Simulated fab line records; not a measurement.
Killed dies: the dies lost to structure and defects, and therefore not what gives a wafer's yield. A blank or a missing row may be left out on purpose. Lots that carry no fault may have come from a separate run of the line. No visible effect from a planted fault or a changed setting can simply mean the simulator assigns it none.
Code-filled problem report in 8D (eight disciplines) form ; flow n5 finfet ; the parts of the form that need people (team, actions taken, sign-off) are left out

== 1. WHAT IS WRONG ==
Across 3 wafers from 2 lots, M5_ILD_THK at N5_BEOL_M5_THK_MEAS_01 averages 233.7 nm, while fault-free wafers read 120.9 nm with a standard deviation of 1.5. That is +75 standard deviations from the usual mean.
First observed at day 11 16:28: wafer L271.4, on film metro-02. At this step, 30 wafers from 10 lots have a number in the record. The rule behind "out" and "out of limits": a value lying over 4 standard deviations away from the usual mean. Any other wafer with a number is counted as sound.

== 2. WHAT IT IS, AND WHAT IT ISN'T ==
question;is;is not
which readings at this step;M5_ILD_THK;-
which lots;L270, L271;L262, L265, L266, L268, L278, L280, L282, L283
which wafers of those lots;L270.4, L270.5, L271.4;L270.2, L271.2, L271.3
read on which gauges;film metro-01, film metro-02;-
when;from day 11 16:28;"up to then (14 sound wafers); but 13 sound wafers of L270, L278, L280, L282, L283 came after"

== 3. THE SUSPECTS, EACH WITH WHAT RULES IT OUT ==
Counting: if a tool at a process step up to the reading ran every lot that is out, it stays a suspect. Sound lots after the first of them don't rule it out here, since some wafers of a struck lot are sound.
- the gauge at N5_BEOL_M5_THK_MEAS_01 has been ruled out. Those wafers that are out were read across 2 gauges (film metro-01, film metro-02).
- pecvd-01 at N5_BEOL_M4_DEP_57 (deposits SiCN from 3MS/NH3, target thk 8 nm, time 14 s): kept. It ran every lot that is out, first L271 (day 11 14:35); its last sound lot up to then is L262 (day 9 04:06).
- pecvd-04 at N5_BEOL_M5_ILD_DEP_00 (deposits SiCOH lowk from DEMS/porogen, target thk 140.64 nm, time 25.9 s): kept. It ran every lot that is out, first L271 (day 11 15:40); its last sound lot up to then is L265 (day 9 10:03).
Remaining after the count are pecvd-01 at N5_BEOL_M4_DEP_57 and pecvd-04 at N5_BEOL_M5_ILD_DEP_00.

== 4. THE CAUSE (what the simulator had put in) ==
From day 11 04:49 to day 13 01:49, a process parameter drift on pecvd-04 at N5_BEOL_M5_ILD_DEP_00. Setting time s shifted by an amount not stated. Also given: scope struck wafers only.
2 suspects survive the count, and this tool is in that group.

== 5. SEQUENCE OF EFFECTS, ordered by route ==
Each row: a reading where the mean over the struck wafers with a number is more than 3 standard deviations away from the usual. Readings are gone through only where the record gives a usual standard deviation; hours: the median, over the lots, of the time from a lot's start at the first step in this table giving one to that lot's start at this step; sigmas: the change measured in usual standard deviations.
hours;step;reading;usual;on struck wafers;change;sigmas
0;N5_BEOL_M5_THK_MEAS_01;M5_ILD_THK;120.9 nm;233.7;+112.8;+75
103;N5_PASSIVATION_PROBE_49;defect limited yield;91.6 %;0.0;-91.6;-57
103;N5_PASSIVATION_PROBE_49;killed_at_M4_up;13;1101;+1088;+99 or more
103;N5_PASSIVATION_PROBE_49;killed dies;99;1180;+1081;+60
103;N5_PASSIVATION_PROBE_49;killed on rim;13;152;+139;+36
103;N5_PASSIVATION_PROBE_49;sort_bin_5_function;4.9 %;96.5;+91.6;+92
103;N5_PASSIVATION_PROBE_49;sort n pass;1081;0;-1081;-60
103;N5_PASSIVATION_PROBE_49;sort yield pct;91.6 %;0.0;-91.6;-57
Process steps it contains:
- N5_PASSIVATION_PROBE_49

== 6. WHAT WOULD HAVE CAUGHT IT SOONER ==
In this record the first reading out of limits at a measuring or inspecting step was taken at day 11 16:28, 12 hours after the fault began at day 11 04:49.
Of the tool readings at N5_BEOL_M5_ILD_DEP_00 for which the record gives a usual standard deviation, none was out on any struck wafer, so an alarm limit of 4 standard deviations on them would not have fired.
Lots out: 2; of these, L270 started N5_BEOL_M5_ILD_DEP_00 on pecvd-04 after day 11 16:28. It would have been spared by a hold on the tool at that moment.
